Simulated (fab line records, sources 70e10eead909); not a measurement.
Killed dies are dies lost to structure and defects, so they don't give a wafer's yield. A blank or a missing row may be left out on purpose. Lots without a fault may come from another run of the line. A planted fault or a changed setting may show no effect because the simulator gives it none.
A struck lot beside a sound one | flow nand_harc | 14 steps out of a route of 1302
Sound: wafers L965.1, L965.2, L965.4. Struck: wafers L972.1, L972.2, L972.6. The cause comes at the end.
At each step with rows: each side's tool, then ch and its chambers, then its first start. Under that, the readings that differ: sound wafers | struck wafers | difference of the means | sigmas: that difference in standard deviations of wafers without a fault.
alike: readings whose means differ by less than 2 such deviations, and words and numbers that are the same on both sides. not compared: withheld readings, readings that some wafer has no value for, bounds like >300 that may hide the same value, and numbers for which the record gives no deviation and whose values overlap.
The two part at a step that has a row with sigmas, a row that says differs or no value, or rows on one side only. Numbers that don't overlap but have no deviation are shown without sigmas and don't part them. A reading that every wafer of one side lacks parts them only if that side has two wafers or more.

first, 1 step without rows for these wafers: NHARC_A_CHANNEL_HOLE_D1_SRD_29.
NHARC_A_CHANNEL_HOLE_D1_CD_MEAS_30:
  sound on cd_sem-02, day 12 16:20; struck on cd_sem-03, day 15 18:34
  alike: cd_nm
NHARC_A_CHANNEL_HOLE_D1_XSEM_31:
  sound on xsem-02 ch 0, day 12 16:26; struck on xsem-02 ch 0, day 15 18:40
  alike: bot_cd_nm, bow_nm, tilt_deg
NHARC_A_CHANNEL_HOLE_D1_INSPECT_40:
  sound on defect_inspect-01, day 12 16:32; struck on defect_inspect-01, day 15 18:46
  alike: raw_defect_count
then, 2 steps without rows for these wafers: NHARC_A_CHANNEL_FILL_D1_PRECLEAN_00 (cleans in SC1); NHARC_A_CHANNEL_FILL_D1_SRD_01.
NHARC_A_CHANNEL_FILL_D1_ALD_02: deposits SiO2, target thk 6 nm, pulse time 10 s, ald cycles 60.
  sound on ald_hk-04 ch 0,1,3, day 12 16:48; struck on ald_hk-04 ch 0,1, day 15 18:58
  alike: heater_power_w, precursor_pulse_height_rel
then, 1 step without rows for these wafers: NHARC_A_CHANNEL_FILL_D1_ALD_03 (deposits SiNx, target thk 6 nm, pulse time 60 s, ald cycles 58).
NHARC_A_CHANNEL_FILL_D1_ALD_14: deposits SiO2, target thk 2.5 nm, pulse time 10 s, ald cycles 25.
  sound on ald_hk-04 ch 0,1,3, day 12 23:42; struck on ald_hk-02 ch 2,3, day 16 02:02
  alike: heater_power_w, precursor_pulse_height_rel
NHARC_A_CHANNEL_FILL_D1_ALD_15: deposits SiNx, target thk 2 nm, pulse time 60 s, ald cycles 19.
  sound on ald_sin_batch-01 ch 0; struck on ald_sin_batch-01 ch 0
  alike: precursor_pulse_height_rel
then, 2 steps without rows for these wafers: NHARC_A_CHANNEL_FILL_D1_ALD_16 (deposits SiO2, target thk 1.5 nm, pulse time 10 s, ald cycles 15); NHARC_A_CHANNEL_FILL_D1_ANNEAL_17 (time 1800 s).
NHARC_A_CHANNEL_FILL_D1_CVD_18: deposits poly-Si, target thk 3 nm.
  sound on lpcvd_poly-04 ch 0, day 13 15:53; struck on lpcvd_poly-02, day 16 16:46
  no value came back on the struck wafers for spike_tc_bottom_C (C), spike_tc_centre_C (C), tube_center_temp_C (C); on the sound wafers spike_tc_bottom_C (C) reads 569.7 571.5 570.7
NHARC_A_CHANNEL_FILL_D1_ETCHBACK_19: etches the open film in HBr/Cl2, target depth 5 nm, time 1.7 s.
  sound on rie_si-06 ch 0,1,3, day 13 18:00; struck on rie_si-04 ch 0,2,3, day 16 18:50
  alike: drypump_motor_current_A, oes_product_au, throttle_valve_pct
  not compared: rf_hours_counter_h

WHERE THEY PART
Only at NHARC_A_CHANNEL_FILL_D1_CVD_18, within this record. Later steps at which nothing parts them and some readings are alike: NHARC_A_CHANNEL_FILL_D1_ETCHBACK_19.

WHY: what the simulator had put in
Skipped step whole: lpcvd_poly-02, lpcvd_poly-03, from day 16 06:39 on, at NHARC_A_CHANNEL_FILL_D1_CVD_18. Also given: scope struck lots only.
